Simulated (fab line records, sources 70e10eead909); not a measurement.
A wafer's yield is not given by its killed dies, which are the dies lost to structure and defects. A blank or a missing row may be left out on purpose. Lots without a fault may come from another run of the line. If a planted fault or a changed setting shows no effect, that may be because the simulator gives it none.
Matching of chambers	flow nandHarc	NHARC_A_DECK1_JOINT_CMP_13 on cmp-03: 4 sister chambers
The step polishes, target thk 51.023 nm. 8 wafers are shown with their chamber, then 6 later ones without.

## EACH WAFER AND ITS CHAMBER
wafer	chamber	motorCurrentA (A)	timeToEndpointS (s)
L894.1	0	12.0	8.4
L897.4	2	10.7	9.8
L897.6	3	11.9	6.7
L900.4	2	9.9	11.1
L900.6	1	11.6	12.6
L909.1	0	11.6	10.7
L909.3	1	11.8	10.3
L909.5	3	12.0	10.2

## WAFERS MISSING THEIR CHAMBER
wafer	motorCurrentA (A)	timeToEndpointS (s)
L910.2	11.6	7.5
L910.5	12.1	7.9
L910.6	10.4	9.9
L912.2	11.8	7.1
L912.5	11.1	7.6
L912.6	10.5	9.0

## WHICH CHAMBER EACH ONE RAN IN
wafer	from the rows above	in truth
L910.2	can't be placed: 3 or 0 or 1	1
L910.5	can't be placed: 3 or 0 or 1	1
L910.6	2	2
L912.2	can't be placed: 3 or 0 or 1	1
L912.5	can't be placed: 0 or 3 or 1 or 2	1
L912.6	2	2
2 of 6 placed correctly. Not placeable from these rows: 4 (in 4, the candidates include the true chamber). Placed wrongly: 0.
How it was worked out, from the rows above alone: a wafer's distance from a chamber is the root of the sum, over the readings, of the square of ((its reading less the chamber's mean) divided by the reading's scatter). If the next closest chamber is less than 2 further off than the closest, the wafer can't be placed; otherwise it belongs to the closest. For every chamber, the mean is computed from those of its wafers that are shown. The scatter is the square root of a quotient: the sum, over the shown wafers, of each reading's squared deviation from its chamber's mean, divided by wafers minus chambers.
